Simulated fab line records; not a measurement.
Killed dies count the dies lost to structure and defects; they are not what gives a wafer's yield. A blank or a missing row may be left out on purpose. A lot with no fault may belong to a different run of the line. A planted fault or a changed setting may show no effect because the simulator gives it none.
fab line records	flow nand-harc
record: lots: 11	wafers: 33	last-day: 34
route steps=1302 shown A_CHANNEL_HOLE_D2@583 A_CHANNEL_FILL_D2@620 END@1302
lots with no fault: from the same line, run without faults
start-h: hours from the record's opening day to when the first of the lot's shown wafers began	wait-h: hours from the lot's prior step to this one	" repeats the value in the row above	L1.1+2: one row covering several wafers at once	- no value, or no start was given	* or withheld: withheld	< > ~ a bound
route shown NAME@n: a module of which the file shows steps, and the number in the route of the first	usual: mean/standard deviation of fault-free wafers	same: alike in all rows	chamber/n: place in a boat	sites: per-site readings	_std_site: standard deviation of those values	_edge_site: inner sites' mean taken away from outer sites' mean	radius-mm: for every site, how far away it sits from the centre of the wafer	mask NAME#n: copy n	behind: tool/chamber where the wafer was last shaped	hold: reason for holding the lot/hours on hold/outcome of the hold	device: which transistor (n, p or np) failed to switch	end of line: tests of these same wafers at the route's end	where a step has no rows: the recipe by itself	killed: dies lost to structure and defects at the first sort, not the wafer's yield	map: the dies of a wafer, with x for killed, . for not killed, _ for no die there
set.NAME: the setting that was run; set.NAME@STEP: the one run at that earlier step	model.NAME: the simulator's own value behind a step, which no gauge read
route steps across a sampled set of lots; one table per step, one row per wafer
services: from which hour (start-h, from the record's first day; less than 0 if before it) a tool's chamber was out of use, for how many hours, and why
== steps ==
step: NHARC_A_CHANNEL_HOLE_D2_OVL_MEAS_11
usual: overlay-x-nm: 0.3/1.1	overlay-y-nm: 0.0/0.95
lot.wafer	tool	chamber	start-h	wait-h	overlay-x-nm	overlay-y-nm
L563.2	overlay-02	-	292.74	-	1.1	-0.2
L563.5	"	-	"	"	0.8	0.0
L563.6	"	-	"	"	1.5	-1.2
L567.1	overlay-01	-	324.88	-	0.0	0.6
L567.4	"	-	"	"	0.6	0.4
L567.5	"	-	"	"	1.1	0.6
L571.1	overlay-02	-	372.49	-	-2.2	0.0
L571.4	"	-	"	"	-2.7	-0.1
L571.6	"	-	"	"	-2.1	0.2
L572.1	overlay-02	-	388.66	-	0.5	-0.8
L572.5	"	-	"	"	0.3	-0.4
L572.6	"	-	"	"	0.7	-1.1
L574.2	overlay-02	-	410.29	-	-0.5	1.8
L574.4	"	-	"	"	-0.5	1.3
L574.6	"	-	"	"	-0.7	1.9
L575.1	overlay-02	-	410.61	-	-0.7	0.9
L575.3	"	-	"	"	0.5	1.7
L575.4	"	-	"	"	0.3	1.3
L578.4	overlay-02	-	445.07	-	-0.4	0.6
L578.5	"	-	"	"	-0.3	0.6
L578.6	"	-	"	"	-0.5	0.5
L579.1	overlay-02	-	458.86	-	1.0	-0.9
L579.4	"	-	"	"	0.7	-0.3
L579.5	"	-	"	"	0.5	-0.9
L580.1	overlay-02	-	465.81	-	1.1	0.0
L580.4	"	-	"	"	1.0	-0.5
L580.5	"	-	"	"	0.9	-0.5
L586.3	overlay-02	-	522.67	-	-0.4	-2.2
L586.4	"	-	"	"	-0.1	-2.1
L586.6	"	-	"	"	-0.3	-1.2
L585.3	overlay-02	-	524.71	-	0.4	0.2
L585.4	"	-	"	"	0.7	0.6
L585.5	"	-	"	"	0.5	-0.1
step: NHARC_A_CHANNEL_HOLE_D2_ETCH_34
recipe: target-depth-a: 1540	time-s: 77	cf4-flow-sccm: 100	chf3-flow-sccm: 30	ar-flow-sccm: 0	rf-w: 500	bias-w: 200	chemistry: CF4/CHF3
usual: drypump-motor-current-A: 5.5/0.44	oes-product-au: 0.965/0.019	rf-vpp-V: 370.7/2	showerhead-plenum-p-Torr: 1.57/0.054	throttle-valve-pct: 16.803/0.0098
lot.wafer	tool	chamber	start-h	wait-h	drypump-motor-current-A	oes-product-au	rf-hours-counter-h	rf-vpp-V	showerhead-plenum-p-Torr	throttle-valve-pct
L563.2	rie-diel-02	1	-	-	5.3	0.960	2.1	370.1	1.53	16.822
L563.6	"	3	"	"	4.9	0.992	-	373.5	1.63	16.809
L563.5	"	0	"	"	4.9	0.969	-	373.0	1.62	16.801
L567.1	rie-diel-05	1	-	-	5.8	0.963	5.2	368.5	1.50	16.800
L567.4	"	3	"	"	6.0	0.970	-	370.4	1.56	16.809
L567.5	"	1	"	"	5.8	0.956	-	367.8	1.50	16.819
L571.4	rie-diel-12	0	-	-	6.1	0.983	6.0	368.3	1.49	16.798
L571.1	"	1	"	"	5.4	0.946	4.6	374.0	1.64	16.799
L571.6	"	0	"	"	6.2	0.994	-	366.7	1.49	16.798
L572.1	rie-diel-02	2	-	-	5.9	0.953	7.6	370.4	1.58	16.808
L572.5	"	1	"	"	5.3	0.945	-	367.2	1.53	16.807
L572.6	"	2	"	"	5.9	0.945	-	369.5	1.58	16.807
L574.4	rie-diel-12	0	-	-	6.2	0.982	8.0	369.5	1.49	16.804
L574.2	"	1	"	"	5.4	0.960	6.3	373.5	1.64	16.794
L574.6	"	2	"	"	5.9	0.950	-	370.6	1.58	16.788
L575.4	rie-diel-02	2	-	-	5.9	0.954	1.3	370.4	1.58	16.800
L575.3	"	0	"	"	4.9	0.977	0.9	373.3	1.62	16.799
L575.1	"	1	"	"	5.3	0.947	1.3	369.6	1.53	16.815
L578.4	rie-diel-02	0	445.64	-	4.9	0.988	2.9	371.8	1.62	16.813
L578.5	"	1	"	"	5.3	0.988	-	370.1	1.53	16.793
L578.6	"	2	"	"	5.9	0.974	-	370.1	1.58	16.798
L579.4	rie-diel-12	1	-	-	5.4	0.987	0.1	371.2	1.64	16.803
L579.1	"	2	"	"	5.9	0.972	0.1	370.7	1.58	16.793
L579.5	"	3	"	"	5.6	0.963	-	370.8	1.53	16.802
L580.4	rie-diel-02	3	-	-	4.9	0.983	4.7	372.6	1.63	16.804
L580.1	"	2	"	"	5.9	0.970	5.3	369.7	1.58	16.800
L580.5	"	0	"	"	4.9	0.958	-	373.0	1.62	16.794
L586.4	rie-diel-12	3	-	-	5.6	0.999	3.9	368.5	1.53	16.791
L586.3	"	0	"	"	6.2	0.990	4.2	368.6	1.49	16.797
L586.6	"	2	"	"	5.9	0.961	-	371.3	1.58	16.810
L585.3	rie-diel-12	2	-	-	5.9	0.958	4.6	371.5	1.58	16.792
L585.4	"	3	"	"	5.6	0.979	4.4	369.6	1.53	16.795
L585.5	"	1	"	"	5.3	0.987	-	373.8	1.64	16.783
step: NHARC_A_CHANNEL_HOLE_D2_ETCH_20
recipe: bias-v: 3000	source-w: withheld	pressure-mtorr: 20	time-s: 361.9	ar-flow-sccm: 375	c4f8-flow-sccm: 89.3	o2-flow-sccm: 35.7	temp-c: -20	target-depth-a: 16000	chemistry: C4F8/O2/Ar
usual: drypump-motor-current-A: 6.02/0.13	showerhead-plenum-p-Torr: 3.677/0.03	throttle-valve-pct: 32.154/0.009
lot.wafer	tool	chamber	start-h	wait-h	drypump-motor-current-A	rf-hours-counter-h	showerhead-plenum-p-Torr	throttle-valve-pct
L563.2	har-etch-01	0	295.19	0.1	6.08	150	3.699	32.158
L563.5	"	1	"	"	5.84	-	3.700	32.137
L563.6	"	0	"	"	6.09	-	3.700	32.156
L567.1	har-etch-01	0	330.99	0.1	6.09	172	3.686	32.174
L567.4	"	0	"	"	6.09	-	3.687	32.164
L567.5	"	0	"	"	6.08	-	3.687	32.169
L571.1	har-etch-02	1	373.88	0.1	6.18	394	3.712	32.150
L571.4	"	0	"	"	6.00	-	3.712	32.164
L571.6	"	0	"	"	5.96	-	3.713	32.148
L572.1	har-etch-02	1	396.23	0.1	6.19	0	3.710	32.163
L572.5	"	0	"	"	5.98	-	3.710	32.154
L572.6	"	1	"	"	6.19	-	3.710	32.156
L574.2	har-etch-02	0	412.46	0.1	6.00	15	3.702	32.180
L574.4	"	1	"	"	6.18	-	3.702	32.164
L574.6	"	1	"	"	6.18	-	3.702	32.174
L575.1	har-etch-01	1	414.67	0.1	5.85	229	3.656	32.150
L575.4	"	0	"	"	6.09	-	3.656	32.152
L575.3	"	1	"	"	5.86	-	3.656	32.162
L578.4	har-etch-01	1	449.12	0.2	5.85	-	3.648	32.146
L578.6	"	0	"	"	6.07	-	3.647	32.138
L578.5	"	1	"	"	5.84	-	3.647	32.158
L579.1	har-etch-01	0	460.29	0.1	6.08	252	3.644	32.157
L579.4	"	1	"	"	5.84	-	3.643	32.156
L579.5	"	0	"	"	6.07	-	3.643	32.165
L580.1	har-etch-01	1	467.28	0.1	5.83	256	3.641	32.165
L580.4	"	0	"	"	6.10	-	3.641	32.141
L580.5	"	1	"	"	5.84	-	3.641	32.152
L586.3	har-etch-01	0	524.16	0.2	6.08	-	3.625	32.159
L586.4	"	1	"	"	5.84	-	3.624	32.162
L586.6	"	1	"	"	5.82	-	3.625	32.168
L585.3	har-etch-02	0	528.78	0.2	6.00	-	3.667	32.141
L585.4	"	1	"	"	6.19	-	3.667	32.161
L585.5	"	1	"	"	6.17	-	3.666	32.178
step: NHARC_A_CHANNEL_HOLE_D2_INSPECT_40
usual: raw-defect-count: 280/68
lot.wafer	tool	chamber	start-h	wait-h	raw-defect-count
L563.2	defect-inspect-02	-	300.72	-	181
L563.5	"	-	"	"	183
L563.6	"	-	"	"	148
L567.1	defect-inspect-02	-	336.73	-	413
L567.4	"	-	"	"	341
L567.5	"	-	"	"	404
L571.1	defect-inspect-02	-	379.47	-	307
L571.4	"	-	"	"	319
L571.6	"	-	"	"	267
L572.1	defect-inspect-02	-	401.77	-	358
L572.5	"	-	"	"	303
L572.6	"	-	"	"	295
L574.2	defect-inspect-02	-	418.03	-	223
L574.4	"	-	"	"	243
L574.6	"	-	"	"	253
L575.1	defect-inspect-02	-	420.21	-	230
L575.3	"	-	"	"	310
L575.4	"	-	"	"	271
L578.4	defect-inspect-02	-	454.52	-	760
L578.5	"	-	"	"	744
L578.6	"	-	"	"	749
L579.1	defect-inspect-01	-	465.87	-	803
L579.4	"	-	"	"	788
L579.5	"	-	"	"	775
L580.1	defect-inspect-01	-	472.84	-	917
L580.4	"	-	"	"	772
L580.5	"	-	"	"	829
L586.3	defect-inspect-01	-	529.66	-	365
L586.4	"	-	"	"	343
L586.6	"	-	"	"	289
L585.3	defect-inspect-02	-	534.27	-	192
L585.4	"	-	"	"	306
L585.5	"	-	"	"	237
step: NHARC_A_CHANNEL_FILL_D2_ETCHBACK_20
recipe: target-depth-a: 270	time-s: 13.5	c4f8-flow-sccm: withheld	o2-flow-sccm: 8	ar-flow-sccm: withheld	rf-w: 600	bias-w: 1500	chemistry: C4F8/O2/Ar
usual: oes-product-au: 0.987/0.022	rf-vpp-V: 982/4.6
lot.wafer	tool	chamber	start-h	wait-h	oes-product-au	rf-hours-counter-h	rf-vpp-V
L563.2	rie-diel-11	0	323.64	-	0.991	1.0	987
L563.6	"	1	"	"	0.978	-	978
L563.5	"	2	"	"	0.987	-	987
L567.1	rie-diel-11	1	363.77	-	0.916	2.2	981
L567.4	"	3	"	"	0.923	2.3	986
L567.5	"	1	"	"	0.918	-	980
L571.1	rie-diel-10	0	405.87	-	0.998	3.8	972
L571.4	"	3	"	"	0.965	3.6	982
L571.6	"	1	"	"	0.988	-	983
L572.1	rie-diel-11	0	426.46	-	0.993	3.8	986
L572.6	"	3	"	"	0.985	-	987
L572.5	"	0	"	"	0.987	-	987
L575.3	rie-diel-11	3	442.06	-	0.992	0	986
L575.1	"	0	"	"	1.003	0	987
L575.4	"	2	"	"	0.994	0	987
L574.4	rie-diel-10	1	442.09	-	1.018	0.1	983
L574.2	"	2	"	"	0.992	0.1	981
L574.6	"	1	"	"	1.011	-	984
L578.4	rie-diel-10	1	481.71	-	0.972	1.4	984
L578.5	"	3	"	"	0.983	-	981
L578.6	"	0	"	"	0.976	-	974
L579.1	rie-diel-10	2	490.14	-	0.990	1.6	979
L579.4	"	3	"	"	0.992	1.8	982
L579.5	"	1	"	"	0.989	-	984
L580.1	rie-diel-11	0	500.40	-	0.979	1.7	989
L580.4	"	1	"	"	0.986	2.0	981
L580.5	"	2	"	"	0.976	-	986
L586.4	rie-diel-11	3	553.93	-	1.009	3.0	987
L586.3	"	0	"	"	0.996	3.0	986
L586.6	"	3	"	"	1.007	-	986
L585.3	rie-diel-10	2	558.14	-	1.004	4.1	980
L585.4	"	3	"	"	0.976	4.0	982
L585.5	"	0	"	"	1.002	-	972
step: NHARC_END_SORT_01
recipe: temp-c: 25
usual: killed-at-array: 51/18	killed-at-other: 1.0/1.2	killed-at-periphery: 3.7/2.9	killed-dies: 55/19	killed-open: 3.5/1.9	killed-short: 2.6/1.6
same: gross-dies: 677
lot.wafer	tool	chamber	start-h	wait-h	killed-at-array	killed-at-other	killed-at-periphery	killed-dies	killed-open	killed-short
L578.4	prober-02	0	722.08	3.3	124	2	7	133	3	2
L578.5	prober-02	0	722.86	3.6	118	1	8	127	1	1
L578.6	prober-02	0	723.64	3.9	71	0	10	81	5	3
L579.1	prober-01	0	730.61	2.5	62	2	8	72	5	6
L579.4	prober-01	0	733.00	3.4	117	1	6	124	5	3
L579.5	prober-01	0	733.80	3.7	73	1	5	79	2	4
L580.1	prober-01	0	739.84	2.5	95	0	1	96	1	3
L580.4	prober-01	0	742.20	3.4	67	0	4	71	4	2
L580.5	prober-01	0	742.99	3.7	99	0	3	102	0	0
killed by level:class
L578.4 A_CHANNEL_HOLE_D2:unspecified=74 A_CHANNEL_HOLE_D1:chamber-film-flake=23 A_CONTACT:chamber-film-flake=8 A_CHANNEL_HOLE_D2:chamber-film-flake=5 A_WL_FILL:chamber-film-flake=5 A_SLIT:chamber-film-flake=4 P_ZERO_WELL:chamber-film-flake=3 P_BONDPAD:chamber-film-flake=3
L578.5 A_CHANNEL_HOLE_D2:unspecified=75 A_CHANNEL_HOLE_D1:chamber-film-flake=20 A_CONTACT:chamber-film-flake=9 A_CHANNEL_HOLE_D2:chamber-film-flake=6 P_CONTACT:chamber-film-flake=3 A_STAIRCASE:chamber-film-flake=3 P_ZERO_WELL:chamber-film-flake=2 P_BONDPAD:chamber-film-flake=2
L578.6 A_CHANNEL_HOLE_D2:unspecified=29 A_CHANNEL_HOLE_D1:chamber-film-flake=20 A_SLIT:chamber-film-flake=5 P_BONDPAD:chamber-film-flake=4 A_CONTACT:chamber-film-flake=4 P_CONTACT:chamber-film-flake=3 A_STAIRCASE:chamber-film-flake=3 A_CHANNEL_FILL_D2:geometric-particle:open=2
L579.1 A_CHANNEL_HOLE_D2:unspecified=26 A_CHANNEL_HOLE_D1:chamber-film-flake=15 A_CHANNEL_HOLE_D2:chamber-film-flake=6 P_STI:chamber-film-flake=3 A_WL_FILL:chamber-film-flake=3 P_M1:geometric-particle:open=2 A_CHANNEL_FILL_D2:geometric-particle:short=2 A_WL_FILL:geometric-particle:short=2
L579.4 A_CHANNEL_HOLE_D2:unspecified=82 A_CHANNEL_HOLE_D1:chamber-film-flake=8 A_SLIT:chamber-film-flake=6 A_CHANNEL_HOLE_D2:chamber-film-flake=5 A_CONTACT:chamber-film-flake=5 A_WL_FILL:chamber-film-flake=4 A_CHANNEL_FILL_D1:geometric-particle:open=3 P_STI:chamber-film-flake=2
L579.5 A_SLIT:chamber-film-flake=36 A_CHANNEL_HOLE_D2:unspecified=25 A_CHANNEL_HOLE_D2:chamber-film-flake=4 A_WL_FILL:chamber-film-flake=3 A_ONON_D1:geometric-particle:short=2 P_GATE:chamber-film-flake=2 P_M1:geometric-particle:open=1 P_M2:geometric-particle:open=1
L580.1 A_CHANNEL_HOLE_D2:unspecified=69 A_SLIT:chamber-film-flake=7 A_CHANNEL_HOLE_D2:chamber-film-flake=6 A_CHANNEL_HOLE_D1:chamber-film-flake=5 A_CONTACT:chamber-film-flake=2 A_ONON_D1:geometric-particle:short=1 A_DECK1_JOINT:geometric-particle:short=1 A_CHANNEL_FILL_D2:geometric-particle:open=1
L580.4 A_SLIT:chamber-film-flake=30 A_CHANNEL_HOLE_D2:unspecified=28 A_CONTACT:chamber-film-flake=2 P_CONTACT:geometric-particle:open=1 P_M0:geometric-particle:open=1 A_ONON_D1:geometric-particle:short=1 A_CHANNEL_FILL_D1:geometric-particle:open=1 A_ONON_D2:geometric-particle:short=1
L580.5 A_CHANNEL_HOLE_D2:unspecified=81 A_SLIT:chamber-film-flake=5 A_CHANNEL_HOLE_D1:chamber-film-flake=4 A_CHANNEL_HOLE_D2:chamber-film-flake=4 P_STI:chamber-film-flake=2 A_CONTACT:chamber-film-flake=2 P_GATE:chamber-film-flake=1 A_DECK1_JOINT:chamber-film-flake=1
== services ==
tool	chamber	start-h	hours	kind
rie-diel-11	0	271.95	9.7	repair
rie-diel-02	1	274.13	2.5	repair
rie-diel-11	0	289.00	-	clean
rie-diel-11	1	289.00	-	clean
rie-diel-11	2	289.00	-	clean
rie-diel-11	3	289.00	-	clean
rie-diel-11	0	313.50	-	clean
rie-diel-05	0	316.02	13.5	repair
har-etch-02	-	327.22	4.0	repair
rie-diel-12	1	331.25	12.8	repair
rie-diel-11	2	364.01	38.6	repair
har-etch-02	-	379.07	17.0	pm
rie-diel-02	-	393.70	9.0	pm
rie-diel-05	-	406.60	9.0	pm
rie-diel-02	2	411.68	7.4	repair
rie-diel-10	-	419.50	9.0	pm
rie-diel-11	-	432.50	9.0	pm
rie-diel-12	-	445.48	9.0	pm
rie-diel-11	0	454.71	8.3	repair
rie-diel-12	3	479.57	10.5	repair
rie-diel-02	-	499.38	0.3	repair
rie-diel-11	2	529.20	7.6	repair
rie-diel-05	2	534.06	5.2	repair
rie-diel-02	3	546.71	4.5	repair
== key ==
first-sign: step: NHARC_A_CHANNEL_HOLE_D2_INSPECT_40	reading: raw-defect-count	direction: up	sigmas: 7.5	usual: 280	struck: 793
effect: step: NHARC_END_SORT_01	reading: killed-dies	direction: up	sigmas: 2.3	usual: 55	struck: 98	wafers-moved: 5
more-kills-born-at: NHARC_A_CHANNEL_HOLE_D2_ETCH_20@har-etch-01: 322
met-at NHARC_A_CHANNEL_HOLE_D2_ETCH_20
struck-lots L578,L579,L580
tester-left-out L578,L579,L580
not-acting-at NHARC_A_CHANNEL_HOLE_D2_OVL_MEAS_11,NHARC_A_CHANNEL_HOLE_D2_ETCH_34,NHARC_A_CHANNEL_FILL_D2_ETCHBACK_20
onset-between 414.67 449.12
fault: kind: chamber-particle-source	tool: har-etch-01	chamber: -	onset-h: 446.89	steps: NHARC_A_CHANNEL_HOLE_D2_ETCH_20	rate-per-visit-cm2: 0.79396	end-h: 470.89
tester-left-out: of these lots the tester's yield and bins aren't shown, on N5 and GAA mostly nor the transistor test; their killed dies are dies lost to structure and defects alone, not to doping, threshold or leakage, so they don't give the yield
